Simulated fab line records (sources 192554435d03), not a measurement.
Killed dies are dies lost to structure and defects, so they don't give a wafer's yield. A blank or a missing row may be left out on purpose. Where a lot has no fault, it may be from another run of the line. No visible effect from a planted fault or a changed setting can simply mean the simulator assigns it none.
Matching of chambers / flow n5Finfet / N5_BEOL_M5_STRIP_36 on rieDiel-04 has 4 sister chambers
The step strips in N2/H2. 8 wafers are shown with their chamber, then 10 later ones without.

## WAFERS WITH THEIR CHAMBER
wafer=L081.1; chamber=1; showerheadPlenumPTorr (Torr)=2.61; throttleValvePct (%)=23.8
wafer=L081.5; chamber=2; showerheadPlenumPTorr (Torr)=2.60; throttleValvePct (%)=23.6
wafer=L083.5; chamber=3; showerheadPlenumPTorr (Torr)=2.68; throttleValvePct (%)=23.0
wafer=L085.1; chamber=0; showerheadPlenumPTorr (Torr)=2.59; throttleValvePct (%)=24.0
wafer=L085.4; chamber=3; showerheadPlenumPTorr (Torr)=2.68; throttleValvePct (%)=23.0
wafer=L085.5; chamber=2; showerheadPlenumPTorr (Torr)=2.59; throttleValvePct (%)=23.6
wafer=L090.3; chamber=0; showerheadPlenumPTorr (Torr)=2.59; throttleValvePct (%)=24.1
wafer=L090.4; chamber=1; showerheadPlenumPTorr (Torr)=2.61; throttleValvePct (%)=23.6

## WAFERS WITH NO CHAMBER GIVEN
wafer=L090.6; showerheadPlenumPTorr (Torr)=2.68; throttleValvePct (%)=23.0
wafer=L092.2; showerheadPlenumPTorr (Torr)=2.59; throttleValvePct (%)=24.0
wafer=L092.4; showerheadPlenumPTorr (Torr)=2.68; throttleValvePct (%)=23.0
wafer=L092.6; showerheadPlenumPTorr (Torr)=2.59; throttleValvePct (%)=24.1
wafer=L096.2; showerheadPlenumPTorr (Torr)=2.60; throttleValvePct (%)=23.6
wafer=L096.3; showerheadPlenumPTorr (Torr)=2.58; throttleValvePct (%)=24.1
wafer=L096.4; showerheadPlenumPTorr (Torr)=2.67; throttleValvePct (%)=23.0
wafer=L097.1; showerheadPlenumPTorr (Torr)=2.58; throttleValvePct (%)=24.1
wafer=L097.2; showerheadPlenumPTorr (Torr)=2.67; throttleValvePct (%)=23.0
wafer=L097.6; showerheadPlenumPTorr (Torr)=2.58; throttleValvePct (%)=24.1

## EACH ONE'S CHAMBER
wafer=L090.6; from the rows above=3; in truth=3
wafer=L092.2; from the rows above=0; in truth=0
wafer=L092.4; from the rows above=3; in truth=3
wafer=L092.6; from the rows above=0; in truth=0
wafer=L096.2; from the rows above=can't be placed: 2 or 1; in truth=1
wafer=L096.3; from the rows above=0; in truth=0
wafer=L096.4; from the rows above=3; in truth=3
wafer=L097.1; from the rows above=0; in truth=0
wafer=L097.2; from the rows above=3; in truth=3
wafer=L097.6; from the rows above=0; in truth=0
9 of 10 placed correctly. Not placeable from these rows: 1 (in 1, the candidates include the true chamber). Wrongly placed: 0.
How it was worked out, from the rows above alone: a wafer's distance from a chamber is the root of the sum, over the readings, of the square of ((its reading less the chamber's mean) divided by the reading's scatter). The wafer belongs to the nearest chamber; if the next one is less than 2 further off, it can't be placed. The mean given for a chamber averages the wafers shown for that chamber. The scatter is the square root of a quotient: the sum, over the shown wafers, of each reading's squared deviation from its chamber's mean, divided by wafers minus chambers.
